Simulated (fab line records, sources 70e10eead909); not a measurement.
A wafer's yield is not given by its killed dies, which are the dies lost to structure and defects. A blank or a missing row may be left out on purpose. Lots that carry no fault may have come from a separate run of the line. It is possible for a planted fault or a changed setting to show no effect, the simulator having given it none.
A lot that was struck, set against a sound lot | flow nand-harc | 14 steps out of a route of 1159
Sound: wafers L904.2, L904.5, L904.6. The struck wafers were L895.2, L895.4, L895.5. The cause comes at the end.
Order at every step that has rows: each side's tool, ch and its chambers, its first start. Under that, the readings that differ: sound wafers | struck wafers | difference of the means | sigmas: that difference in standard deviations of wafers without a fault.
alike: readings with means less than 2 such deviations apart, plus words and numbers identical on both sides. not compared: withheld readings, readings lacking a value on some wafer, bounds such as >300 that could conceal the same value, and numbers that have no deviation in the record and whose values overlap.
A row with sigmas, a row that says differs or no value, or rows on one side alone: a step with any of these is where the two part. Numbers that have no deviation but don't overlap get no sigmas and don't part them. A reading missing from all wafers of one side parts the sides only when that side holds two or more wafers.

NHARC_A_WL_FILL_CVD_03: deposits W, target thk 40 nm, time 3302 s.
  sound on cvd-w-01 ch 0,1, day 19 09:10; struck on cvd-w-01 ch 0,1, day 16 14:01
  alike: heater-power-w, mfc-wf6-sccm, susceptor-temp-C, throttle-valve-pct
then, 1 step without rows for these wafers: NHARC_A_WL_FILL_ETCHBACK_04 (etches the open film in NF3, target depth 60 nm, time 120 s).
NHARC_A_WL_FILL_ETCHBACK_05: etches the open film in Cl2/BCl3, target depth 22 nm, time 60 s.
  sound on rie-metal-02 ch 0,1, day 19 12:46; struck on rie-metal-01 ch 0,1, day 16 17:33
  reading                     | sound       | struck      | difference | sigmas
  drypump-motor-current-A (A) | 5.8 6.0 5.8 | 5.0 5.0 5.6 | -0.7       | -2
  alike: chamber-pressure-mTorr, oes-product-au
  not compared: rf-hours-counter-h
NHARC_A_WL_FILL_STRIP_27: strips in N2/H2, time 20 s.
  sound on plasma-asher-01 ch 0,1, day 19 12:55; struck on plasma-asher-02 ch 0,1, day 16 17:56
  alike: drypump-motor-current-A, heater-power-w
  not compared: rf-hours-counter-h
then, 4 steps without rows for these wafers: NHARC_A_WL_FILL_STRIP_28 (strips in post etch residue remover, time 1200 s); NHARC_A_WL_FILL_PRECLEAN_06 (cleans in DIW, time 300 s); NHARC_A_WL_FILL_SRD_07; NHARC_A_WL_FILL_ANNEAL_08 (time 1800 s).
NHARC_A_WL_FILL_ALD_10: deposits SiO2, target thk 50 nm, pulse time 10 s, ald cycles 500.
  sound on ald-hk-04 ch 0,1,2, day 19 20:02; struck on ald-hk-04 ch 0,1,3, day 16 23:25
  alike: heater-power-w, precursor-pulse-height-rel, susceptor-temp-C
NHARC_A_WL_FILL_ETCHBACK_16: etches the open film in C4F8/O2/Ar, target depth 88 nm, time 17.6 s.
  sound: rie-diel-08 ch 0,2,3; struck: rie-diel-11 ch 0,2
  alike: bias-w, chamber-pressure-mTorr, oes-product-au, rf-vpp-V
  not compared: rf-hours-counter-h
then, 1 step without rows for these wafers: NHARC_A_WL_FILL_STRIP_29 (strips in O2, time 20 s).
NHARC_A_WL_FILL_ETCHBACK_17: etches the open film in Cl2/BCl3, target depth 4 nm, time 26.7 s.
  sound on rie-metal-01 ch 0,1, day 19 23:51; struck on rie-metal-01 ch 0,1, day 17 04:17
  no value came back on the struck wafers for chamber-pressure-mTorr (mTorr), drypump-motor-current-A (A), oes-product-au (a.u.); on the sound wafers chamber-pressure-mTorr (mTorr) reads 9.991 9.993 10.007
  not compared: rf-hours-counter-h
then, 1 step without rows for these wafers: NHARC_A_WL_FILL_PRECLEAN_18 (cleans in dHF, time 30 s).
-- break in the record here, with 4 days between the starts of the struck wafers on either side (left off in module A_WL_FILL, picked up again in module END, where the first step shown is number 1159 on the route) --
NHARC_END_SORT_01:
  sound on prober-01 ch 0, day 24 02:43; struck on prober-01 ch 0, day 21 08:43
  reading         | sound    | struck                                                               | difference                   | sigmas
  hold            | - - -    | await-dispo/4.1h/scrap await-dispo/4.1h/scrap await-dispo/4.1h/scrap | no value on the sound wafers |
  killed-at-array | 38 47 38 | 670 675 670                                                          | +631                         | +72
  killed-dies     | 41 48 40 | 677 677 677                                                          | +634                         | +71
  alike: killed-at-other, killed-at-periphery, killed-open, killed-short

== WHERE THEY PART ==
Last at NHARC_END_SORT_01 as far as this record goes, first at NHARC_A_WL_FILL_ETCHBACK_05.

WHY: whatever the simulator had introduced
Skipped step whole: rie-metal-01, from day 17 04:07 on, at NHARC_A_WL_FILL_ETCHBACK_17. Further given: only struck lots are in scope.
